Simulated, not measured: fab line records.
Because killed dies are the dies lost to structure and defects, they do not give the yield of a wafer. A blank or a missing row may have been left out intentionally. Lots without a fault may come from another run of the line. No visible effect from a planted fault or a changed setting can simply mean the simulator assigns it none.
Matching of chambers + flow n5-finfet + N5_SDB_HM_OPEN_20 on rie-diel-06: 4 sister chambers
The step chemistry CH3F/O2, target SiNx, stops on poly-Si, target depth 24 nm. 22 wafers are shown with their chamber, then 11 later ones without.

== WAFERS PAIRED WITH THEIR CHAMBERS ==
| wafer  | chamber | drypump-motor-current-A (A) | throttle-valve-pct (%) | showerhead-plenum-p-Torr (Torr) |
|--------|---------|-----------------------------|------------------------|---------------------------------|
| L074.2 | 1       | 4.8                         | 16.4                   | 1.98                            |
| L074.3 | 2       | 5.1                         | 16.1                   | 2.15                            |
| L074.5 | 0       | 6.2                         | 16.6                   | 1.97                            |
| L075.1 | 0       | 6.3                         | 16.6                   | 1.97                            |
| L075.3 | 2       | 5.1                         | 16.1                   | 2.14                            |
| L075.5 | 3       | 5.9                         | 16.2                   | 2.02                            |
| L076.1 | 1       | 4.8                         | 16.4                   | 1.98                            |
| L076.3 | 3       | 5.9                         | 16.2                   | 2.02                            |
| L076.5 | 0       | 6.2                         | 16.7                   | 1.97                            |
| L077.1 | 2       | 5.1                         | 16.1                   | 2.14                            |
| L077.3 | 1       | 4.8                         | 16.4                   | 1.98                            |
| L077.6 | 3       | 5.9                         | 16.2                   | 2.02                            |
| L080.1 | 0       | 6.2                         | 16.7                   | 1.96                            |
| L080.3 | 3       | 5.9                         | 16.2                   | 2.02                            |
| L080.5 | 0       | 6.2                         | 16.7                   | 1.96                            |
| L082.1 | 1       | 4.8                         | 16.4                   | 1.97                            |
| L082.2 | 0       | 6.2                         | 16.7                   | 1.96                            |
| L082.3 | 3       | 5.9                         | 16.2                   | 2.02                            |
| L084.2 | 1       | 4.8                         | 16.4                   | 1.97                            |
| L084.3 | 2       | 5.1                         | 16.1                   | 2.14                            |
| L084.5 | 0       | 6.2                         | 16.7                   | 1.96                            |
| L087.1 | 0       | 6.3                         | 16.7                   | 1.96                            |

SIGNATURES, as means of the wafers listed above
| reading                  | chamber 0 | chamber 1 | chamber 2 | chamber 3 | scatter within a chamber |
|--------------------------|-----------|-----------|-----------|-----------|--------------------------|
| drypump-motor-current-A  | 6.225     | 4.800     | 5.100     | 5.900     | 0.0289                   |
| throttle-valve-pct       | 16.675    | 16.400    | 16.100    | 16.200    | 0.0289                   |
| showerhead-plenum-p-Torr | 1.9637    | 1.9760    | 2.1425    | 2.0200    | 0.00461                  |
Rule: a wafer lies at a distance from a chamber equal to the root of the sum of squares, over the readings, of (its reading less the chamber's mean, divided by the reading's scatter). If the next closest chamber is less than 2 further off than the closest, the wafer can't be placed; otherwise it belongs to the closest. How the scatter is found: for the shown wafers, subtract from each reading the mean of its chamber, square and add these, divide the total by (wafers less chambers), then take the root.

== WAFERS WITH NO CHAMBER GIVEN ==
| wafer  | drypump-motor-current-A (A) | throttle-valve-pct (%) | showerhead-plenum-p-Torr (Torr) |
|--------|-----------------------------|------------------------|---------------------------------|
| L087.3 | 5.1                         | 16.1                   | 2.14                            |
| L087.6 | 6.2                         | 16.7                   | 1.96                            |
| L090.1 | 4.8                         | 16.5                   | 1.97                            |
| L090.2 | 6.2                         | 16.7                   | 1.96                            |
| L090.5 | 5.1                         | 16.2                   | 2.13                            |
| L096.1 | 5.1                         | 16.2                   | 2.13                            |
| L096.3 | 4.8                         | 16.5                   | 1.96                            |
| L096.4 | 5.1                         | 16.2                   | 2.13                            |
| L097.2 | 5.9                         | 16.3                   | 2.00                            |
| L097.5 | 4.8                         | 16.5                   | 1.96                            |
| L097.6 | 5.8                         | 16.3                   | 2.00                            |

== EACH ONE'S CHAMBER ==
| wafer  | from the rows above | in truth |
|--------|---------------------|----------|
| L087.3 | 2                   | 2        |
| L087.6 | 0                   | 0        |
| L090.1 | 1                   | 1        |
| L090.2 | 0                   | 0        |
| L090.5 | 2                   | 2        |
| L096.1 | 2                   | 2        |
| L096.3 | 1                   | 1        |
| L096.4 | 2                   | 2        |
| L097.2 | 3                   | 3        |
| L097.5 | 1                   | 1        |
| L097.6 | 3                   | 3        |
Placed correctly: 11 of 11. From these rows, 0 cannot be placed. Wrongly placed: 0.
